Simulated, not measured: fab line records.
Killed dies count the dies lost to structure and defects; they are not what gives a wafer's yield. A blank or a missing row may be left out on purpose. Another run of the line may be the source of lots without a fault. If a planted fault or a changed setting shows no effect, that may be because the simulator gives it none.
Split-lot study	flow n5-finfet	on a route of 1938 steps: 7 lots, 21 wafers read

== ABOUT THE SPLIT ==
At N5_MIM_BOT_LITHO_EXPOSE_05 (exposes mask MIM BOT), the setting dose-mj was moved away from the recipe's 24.25 on 4 of the 21 wafers read, by -7.4% to +7.1%. For the rest of the wafers, this setting stayed at what the recipe calls for.

== FROM THE SPLIT TO THE READING: what the file shows between them, 3 steps ==
- N5_MIM_BOT_LITHO_PEB_06
- N5_MIM_BOT_LITHO_DEVELOP_07: develop time 60 s
- N5_MIM_BOT_LITHO_HARDBAKE_09: time 120 s

== THE READING ==
cd-nm at N5_MIM_BOT_LITHO_CD_MEAS_08, given in nm (cd target 3000 nm). Typical for fault-free wafers on this fab line: 2999.2 nm, with standard deviation 1.6 nm.

wafer	tool, chamber at the split	dose-mj as run	against the recipe	cd-nm, nm	against lot-mates on the recipe
L078.1	krf-scanner-02, 0	24.25	recipe	2997.7	-
L078.4	krf-scanner-02, 0	24.25	recipe	2997.0	-
L078.6	krf-scanner-02, 0	24.25	recipe	2999.4	-
L079.2	krf-scanner-01, 0	24.25	recipe	2999.3	-
L079.3	krf-scanner-01, 0	24.25	recipe	2999.0	-
L079.5	krf-scanner-01, 0	24.25	recipe	2997.9	-
L082.4	krf-scanner-01, 0	24.25	recipe	2999.1	-
L082.5	krf-scanner-01, 0	24.25	recipe	2999.9	-
L082.6	krf-scanner-01, 0	24.85	+2.5%	3002.7	+3.2
L083.2	krf-scanner-02, 0	24.25	recipe	3002.1	-
L083.4	krf-scanner-02, 0	24.25	recipe	3003.8	-
L083.6	krf-scanner-02, 0	22.45	-7.4%	2987.7	-15.2
L086.3	krf-scanner-02, 0	24.25	recipe	2997.0	-
L086.5	krf-scanner-02, 0	24.25	recipe	2998.2	-
L086.6	krf-scanner-02, 0	24.25	recipe	2995.9	-
L093.1	krf-scanner-02, 0	25.97	+7.1%	3009.8	+10.2
L093.5	krf-scanner-02, 0	24.25	recipe	2999.8	-
L093.6	krf-scanner-02, 0	24.25	recipe	2999.4	-
L097.1	krf-scanner-01, 0	25.5	+5.2%	3006.5	+7.6
L097.5	krf-scanner-01, 0	24.25	recipe	2999.9	-
L097.6	krf-scanner-01, 0	24.25	recipe	2997.9	-

THE FIT
A straight line over all 21 wafers: cd-nm changes by +1.51 nm for each +1% of dose-mj; r = +0.92; the points scatter about the line by 1.7 nm.
The same after taking each lot's own level away (the mean of its wafers on the recipe; 21 wafers): +1.7 nm for each +1%; r = +0.97; scatter 1.1 nm.
The reading moves by 13 nm for the largest change in dose-mj, on that fit.
From 2997.03 to 3002.95 nm: that is the span of the lots' own levels, equal to 3.7 times the standard deviation above.
So the slope is not independent of the lot-to-lot level: the two fits are not the same.
Check: with one of the wafers moved furthest among these (-7.4%) left out of the fit, the line predicts -10.7 nm for it against its lot-mates. It came out at -15.2 nm against them.

== THESE WAFERS: OTHER SPLITS ==
Other splits were also applied to these wafers ahead of the reading. Each is held against what the fit with the lots' levels taken away leaves over:
other split on the same wafers	wafers away from the commonest value	r with cd-nm (lot level and that fit taken away)
N5_BEOL_M10_ETCH_41 source-w	4	+0.12
N5_BEOL_M11_ETCH_41 time-s	9	-0.02
N5_BEOL_M13_COAT_66 spin-rpm	8	+0.24
N5_BEOL_M13_DESCUM_33 time-s	6	-0.22
N5_BEOL_M14_ETCH_59 time-s	7	-0.16
N5_BEOL_M14_EXPOSE_25 dose-mj	3	-0.28
N5_BEOL_M15_COAT_22 spin-rpm	8	+0.20
N5_BEOL_M15_ETCH_61 time-s	6	-0.12

== THE FILE'S OWN FIT ==
cd-nm changes by +1.69 nm for each +1% of dose-mj, r = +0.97.
